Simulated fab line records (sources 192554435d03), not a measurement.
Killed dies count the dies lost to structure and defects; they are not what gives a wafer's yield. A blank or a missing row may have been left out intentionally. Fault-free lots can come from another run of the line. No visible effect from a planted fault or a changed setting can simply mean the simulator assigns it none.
3 desks looking at one fault | flow n5-finfet | numbers are kept per desk, each desk with only its own; the story behind them comes last

## AT THE TOOL OWNER'S DESK: furnace-01
The tool's own readings at N5_ILD0_CURE_02 (time 1800 s): means of the sampled wafers that have a number, for each lot that ran on this tool. If a lot's mean is further than 4 standard deviations from the usual mean, the lot is out of limits and carries the mark OUT (the distance appears in the brackets).
Columns: A = densification-p-h2o-torr at N5_ILD0_CURE_02, usual 640.3 Torr; B = spike-tc-bottom-C at N5_ILD0_CURE_02, usual 474.9 C; C = spike-tc-upper-C at N5_ILD0_CURE_02, usual 450.1 C; D = zone-power-upper-pct at N5_ILD0_CURE_02, usual 5.4 %
lot  | first seen here | A     | B     | C     | D
L842 | day 3 11:41     | 640.0 | 475.6 | 451.1 | 5.8
L844 | day 4 00:34     | 641.2 | 476.4 | 450.5 | 5.8
L850 | day 5 14:08     | 641.0 | 476.3 | 448.9 | 5.8
L854 | day 6 12:55     | 640.0 | 476.0 | 450.8 | 5.8
L861 | day 8 07:33     | 641.6 | 476.2 | 451.3 | 5.8
This desk's finding: nothing out of limits on any of the 5 lots.

## METROLOGY DESK
Lot by lot, what the gauges showed, no matter which tool ran the lot: averages of those sampled wafers that carry a number. If a lot's mean is further than 4 standard deviations from the usual mean, the lot is out of limits and carries the mark OUT (the distance appears in the brackets). 7 of its 10 readings are shown, namely those furthest out on some lot.
Columns: A = DIBL_N at N5_BEOL_M4_RC_MEAS_101, usual 37.0 mV/V; B = DIBL_P at N5_BEOL_M4_RC_MEAS_101, usual 37.3 mV/V; C = IOFF_N at N5_BEOL_M4_RC_MEAS_101, usual 0.17 nA/um; D = IOFF_P at N5_BEOL_M4_RC_MEAS_101, usual 0.23 nA/um; E = ION_P at N5_BEOL_M4_RC_MEAS_101, usual 460 uA/um; F = SS_N at N5_BEOL_M4_RC_MEAS_101, usual 71.7 mV/dec; G = SS_P at N5_BEOL_M4_RC_MEAS_101, usual 73.6 mV/dec
lot  | first seen here | A    | B    | C    | D    | E   | F    | G
L842 | day 7 23:18     | 40.4 | 40.4 | 0.25 | 0.31 | 471 | 72.4 | 74.9
L844 | day 8 05:23     | 36.8 | 37.1 | 0.17 | 0.23 | 460 | 71.8 | 73.8
L845 | day 8 22:55     | 38.3 | 39.3 | 0.20 | 0.22 | 456 | 72.0 | 74.0
L848 | day 9 08:11     | 37.7 | 39.0 | 0.20 | 0.24 | 468 | 71.9 | 73.9
L850 | day 10 05:55    | 38.4 | 40.1 | 0.19 | 0.27 | 470 | 71.9 | 74.5
L854 | day 11 08:12    | 36.5 | 37.4 | 0.19 | 0.26 | 468 | 71.2 | 73.5
L858 | day 12 21:28    | 38.8 | 40.6 | 0.22 | 0.26 | 464 | 72.7 | 74.4
L859 | day 12 22:21    | 35.7 | 33.6 | 0.13 | 0.16 | 447 | 71.4 | 72.9
L861 | day 13 00:56    | 36.2 | 33.8 | 0.15 | 0.19 | 459 | 71.3 | 72.8
This desk's finding: nothing out of limits on any of the 9 lots.

## THE DEFECT DESK
Inspection counts along the route, by lot: the mean over sampled wafers that carry a number. If a lot's mean is further than 4 standard deviations from the usual mean, the lot is out of limits and carries the mark OUT (the distance appears in the brackets).
Columns: A = raw-defect-count at N5_SD_ACTIVATION_INSPECT_02, usual 168
lot  | first seen here | A
L842 | day 3 10:00     | 163
L844 | day 3 23:17     | 170
L845 | day 4 07:22     | 175
L848 | day 5 03:13     | 200
L850 | day 5 13:09     | 186
L854 | day 6 12:04     | 159
L858 | day 7 11:23     | 171
L859 | day 7 17:31     | 179
L861 | day 8 06:42     | 146
This desk's finding: nothing out of limits on any of the 9 lots.

## PUT TOGETHER
The tool owner's desk saw nothing out of limits.
From the metrology desk's view, nothing was out of limits.
Nothing out of limits was seen by the defect desk.

## WHAT HAD BEEN PUT IN BY THE SIMULATOR
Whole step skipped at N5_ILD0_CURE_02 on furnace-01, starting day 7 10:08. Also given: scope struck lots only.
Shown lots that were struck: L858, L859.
